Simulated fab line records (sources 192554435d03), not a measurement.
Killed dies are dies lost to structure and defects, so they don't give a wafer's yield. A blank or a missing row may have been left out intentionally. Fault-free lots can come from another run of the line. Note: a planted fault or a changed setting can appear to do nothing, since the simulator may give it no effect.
Split-lot trial | flow n5-finfet | route with 1938 steps; 7 lots, 21 wafers read

== THE SPLIT ITSELF ==
At N5_MOL_CONTACT_COAG_ETCHBACK_136 (etches SiO2 in CHF3, target depth 25 nm, time 16.7 s), the setting target-depth-a was moved away from the recipe's 250 angstrom on 3 of the 21 wafers read, by -12.0% to +8.4%. This setting was run at the recipe's value on the other wafers.

== THE PATH FROM SPLIT TO READING: the file shows 1 step between them ==
- N5_MOL_CONTACT_COAG_STRIP_120: strips in CHF3

== THE READING ==
MOL_CONTACT_COAG.feature-depth-nm (the simulator's own value, which no gauge read), in nm, at N5_MOL_CONTACT_COAG_VIA_ETCH_117 (etches SiO2 in C4F6/O2, target depth 40 nm, overetch 8 nm, time 26 s). The file gives no usual value for it. Across the 18 wafers here that went through the recipe, the average is 40.0 nm and the standard deviation 0.5 nm.

wafer  | tool, chamber at the split | target-depth-a as run, angstrom | against the recipe | MOL_CONTACT_COAG.feature-depth-nm, nm | against lot-mates on the recipe
L075.1 | rie-diel-02, 1,2,3         | 250                             | recipe             | 39.6                                  | -
L075.4 | rie-diel-02, 1,2,3         | 250                             | recipe             | 41.2                                  | -
L075.5 | rie-diel-02, 1,2,3         | 250                             | recipe             | 39.8                                  | -
L076.1 | rie-diel-02, 2,0,3         | 250                             | recipe             | 41.2                                  | -
L076.2 | rie-diel-02, 2,0,3         | 250                             | recipe             | 39.6                                  | -
L076.5 | rie-diel-02, 2,0,3         | 250                             | recipe             | 39.8                                  | -
L081.1 | rie-diel-04, 1,3           | 250                             | recipe             | 40.2                                  | -
L081.2 | rie-diel-04, 1,3           | 250                             | recipe             | 40.6                                  | -
L081.4 | rie-diel-04, 0             | 270.9                           | +8.4%              | 37.6                                  | -2.8
L085.1 | rie-diel-04, 2,1,0         | 250                             | recipe             | 39.8                                  | -
L085.4 | rie-diel-04, 2,1,0         | 250                             | recipe             | 40.2                                  | -
L085.5 | rie-diel-04, 2,1,0         | 250                             | recipe             | 40                                    | -
L086.2 | rie-diel-01, 1,3,0         | 250                             | recipe             | 40.4                                  | -
L086.3 | rie-diel-01, 1,3,0         | 250                             | recipe             | 39.8                                  | -
L086.4 | rie-diel-01, 1,3,0         | 250                             | recipe             | 40                                    | -
L088.2 | rie-diel-01, 3,1,0         | 250                             | recipe             | 39.6                                  | -
L088.4 | rie-diel-01, 3,1,0         | 250                             | recipe             | 39.8                                  | -
L088.5 | rie-diel-01, 3,1,0         | 250                             | recipe             | 39.8                                  | -
L095.4 | rie-diel-02, 3,1           | 220.1                           | -12.0%             | 42.8                                  | +3.4
L095.5 | rie-diel-02, 3,1           | 220.1                           | -12.0%             | 42.8                                  | +3.4
L095.6 | rie-diel-02, 0             | 250                             | recipe             | 39.4                                  | -
Where a row lists several chambers, the file gives one row for several wafers and doesn't say which wafer went through which chamber.

THE FIT
A straight line over all 21 wafers: MOL_CONTACT_COAG.feature-depth-nm changes by -0.244 nm for each +1% of target-depth-a; r = -0.90; the points scatter about the line by 0.5 nm.
The same after taking each lot's own level away (the mean of its wafers on the recipe; 21 wafers): -0.295 nm for each +1%; r = -0.95; scatter 0.43 nm.
The reading moves by 3.5 nm for the largest change in target-depth-a, on that fit.
The span of the lots' own levels, 39.40 to 40.40 nm, comes to 2.0 times the standard deviation stated above.
Thus the slope moves with the lot-to-lot level: the two fits are different.
Check: +3.58 nm against its lot-mates is what the line predicts for one of the wafers moved furthest among these (-12.0%) when that wafer is left out of the fit. Against them it came out at +3.4 nm.

== OTHER SPLITS APPLIED TO THESE WAFERS ==
Before the reading, these wafers also passed through other splits. Each is held against what the fit with the lots' levels taken away leaves over:
other split on the same wafers | wafers away from the commonest value | r with MOL_CONTACT_COAG.feature-depth-nm (lot level and that fit taken away)
N5_SDB_EXPOSE_08 dose-mj       | 11                                   | +0.35
N5_HKMG_FIN_DESCUM_17 time-s   | 5                                    | -0.02

== THE WHOLE CHAIN: every reading that the file lists as answering this split, in the file's order ==
step                             | what it does                                                         | reading                                                                            | change (the file's fit)               | r (the file's)
N5_MOL_CONTACT_COAG_VIA_ETCH_117 | etches SiO2 in C4F6/O2, target depth 40 nm, overetch 8 nm, time 26 s | etch.depth-nm (the simulator's own value, which no gauge read)                     | -0.293 nm for each +1% of the setting | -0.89
N5_MOL_CONTACT_COAG_VIA_ETCH_117 | etches SiO2 in C4F6/O2, target depth 40 nm, overetch 8 nm, time 26 s | MOL_CONTACT_COAG.feature-depth-nm (the simulator's own value, which no gauge read) | -0.301 nm for each +1% of the setting | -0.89

== THE FILE'S OWN FIT ==
MOL_CONTACT_COAG.feature-depth-nm changes by -0.301 nm for each +1% of target-depth-a, r = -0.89.
